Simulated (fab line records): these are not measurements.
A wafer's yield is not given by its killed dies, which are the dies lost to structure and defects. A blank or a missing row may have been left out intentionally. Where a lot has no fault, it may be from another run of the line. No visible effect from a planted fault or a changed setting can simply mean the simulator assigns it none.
Comparing a struck lot with a sound one | flow nand-harc | 15 out of 1302 route steps
Sound: wafers L756.1, L756.2, L756.3. Struck: wafer L770.4 (L770.5, L770.6, from the same lot, were not struck and are left out); the cause is given at the end.
Per side, at each step with rows, come the tool, then ch with its chambers, and then its first start. Under that, the readings that differ: sound wafers | struck wafers | difference of the means | sigmas: that difference in standard deviations of wafers without a fault.
alike: words and numbers the same on both sides, and readings whose means are apart by under 2 such deviations; not compared: readings that were withheld, readings missing a value for some wafer, numbers with overlapping values and no deviation given by the record, and bounds like >300 which may hide the same value.
Wherever a step has rows on one side only, a row that says differs or no value, or a row with sigmas, the two part there. When numbers do not overlap yet have no deviation, they are printed without sigmas and do not part them. A reading missing from all wafers of one side parts the sides only when that side holds two or more wafers.

NHARC_A_CHANNEL_HOLE_D1_ETCH_19: etches the open film in C4F8/O2/Ar, time 34.5 s.
  sound on har-etch-02 ch 0,1, day 9 18:31; struck on har-etch-01 ch 0, day 14 19:48
  reading                         | sound          | struck | difference | sigmas
  showerhead-plenum-p-Torr (Torr) | 3.81 3.81 3.81 | 3.64   | -0.17      | -2
  alike: drypump-motor-current-A, rf-fwd-power-W, run-length-s, throttle-valve-pct
  not compared: rf-hours-counter-h
NHARC_A_CHANNEL_HOLE_D1_ETCH_20: etches the open film in C4F8/O2/Ar, time 361.9 s, target depth 1600 nm.
  sound on har-etch-02 ch 0,1, day 9 18:37; struck on har-etch-01 ch 0, day 14 20:01
  reading                         | sound                | struck | difference | sigmas
  showerhead-plenum-p-Torr (Torr) | 3.76 3.77 3.77       | 3.60   | -0.17      | -2
  throttle-valve-pct (%)          | 32.169 32.169 32.167 | 32.130 | -0.038     | -4
  alike: drypump-motor-current-A, run-length-s
  not compared: rf-hours-counter-h
NHARC_A_CHANNEL_HOLE_D1_ETCH_21: etches the open film in C4F8/O2/Ar, time 514.3 s, target depth 1600 nm.
  sound on har-etch-02 ch 0,1, day 9 18:56; struck on har-etch-01 ch 0, day 14 20:23
  reading                         | sound          | struck | difference | sigmas
  showerhead-plenum-p-Torr (Torr) | 3.76 3.77 3.77 | 3.60   | -0.17      | -2
  alike: drypump-motor-current-A, run-length-s, throttle-valve-pct
  not compared: rf-hours-counter-h
then, 5 steps without rows for these wafers: NHARC_A_CHANNEL_HOLE_D1_ETCH_22 (etches the open film in C4F8/O2/Ar, time 666.7 s, target depth 1600 nm); NHARC_A_CHANNEL_HOLE_D1_ETCH_23 (etches the open film in C4F8/O2/Ar, time 819 s, target depth 1600 nm); NHARC_A_CHANNEL_HOLE_D1_ETCH_24 (etches the open film in C4F8/O2/Ar, time 906.2 s, target depth 1500 nm); NHARC_A_CHANNEL_HOLE_D1_ETCH_25 (etches the open film in C4F8/O2/Ar, time 1040.2 s, target depth 1500 nm); NHARC_A_CHANNEL_HOLE_D1_ETCH_26 (etches the open film in C4F8/O2/Ar, time 224.1 s, target depth 300 nm).
NHARC_A_CHANNEL_HOLE_D1_ETCH_33: etches the open film in C4F8/O2/Ar, time 90 s, target depth 400 nm.
  sound on har-etch-02 ch 0,1, day 9 22:28; struck on har-etch-01 ch 0, day 14 23:49
  reading                         | sound          | struck | difference | sigmas
  rf-fwd-power-W (W)              | 1987 1992 1999 | 1978   | -15        | -2
  showerhead-plenum-p-Torr (Torr) | 3.80 3.81 3.81 | 3.63   | -0.18      | -2
  alike: drypump-motor-current-A, run-length-s, throttle-valve-pct
  not compared: rf-hours-counter-h
then, 3 steps without rows for these wafers: NHARC_A_CHANNEL_HOLE_D1_STRIP_41 (strips in N2/H2); NHARC_A_CHANNEL_HOLE_D1_STRIP_42 (strips in CF4/CHF3); NHARC_A_CHANNEL_HOLE_D1_STRIP_43 (strips in O2/COS).
NHARC_A_CHANNEL_HOLE_D1_ETCH_44: etches the open film in CF4/O2, target depth 140 nm, overetch 14 nm, time 77 s.
  sound on rie-diel-06 ch 0,1,2, day 9 23:13; struck on rie-diel-09 ch 2, day 15 00:28
  reading                     | sound          | struck | difference | sigmas
  drypump-motor-current-A (A) | 5.2 6.2 6.0    | 6.5    | +0.7       | +2
  rf-hours-counter-h (h)      | 23 21 24       | 0      | -23        |
  run-length-s (s)            | 97.9 98.9 99.1 | 87.7   | -10.9      | -30
  alike: oes_ar_750_au, oes-product-au, rf-vpp-V, showerhead-plenum-p-Torr, throttle-valve-pct
  not compared: rf-fwd-power-W
NHARC_A_CHANNEL_HOLE_D1_STRIP_27: strips in O2.
  sound on rie-diel-06 ch 1,2,3; struck on rie-diel-09 ch 0
  reading                | sound                | struck | difference | sigmas
  rf-hours-counter-h (h) | 21 24 21             | 0      | -22        |
  throttle-valve-pct (%) | 17.052 17.031 17.032 | 17.018 | -0.020     | -2
  alike: drypump-motor-current-A, oes-product-au, rf-vpp-V, showerhead-plenum-p-Torr
-- jump in the record: it breaks off in module A_CHANNEL_HOLE_D1 and resumes in module END (first step shown: number 1302 of the route), and 16 days separate the struck wafers' starts before and after --
NHARC_END_SORT_01:
  sound on prober-01 ch 0, day 25 04:15; struck on prober-02 ch 0, day 31 08:59
  reading         | sound    | struck | difference | sigmas
  killed-at-array | 51 48 34 | 671    | +627       | +31
  killed-dies     | 54 54 38 | 677    | +628       | +33
  alike: killed-at-other, killed-at-periphery, killed-open, killed-short

## WHERE THEY PART
At NHARC_A_CHANNEL_HOLE_D1_ETCH_19 first; at NHARC_END_SORT_01 last (within this record only).

WHY: what the simulator had put in
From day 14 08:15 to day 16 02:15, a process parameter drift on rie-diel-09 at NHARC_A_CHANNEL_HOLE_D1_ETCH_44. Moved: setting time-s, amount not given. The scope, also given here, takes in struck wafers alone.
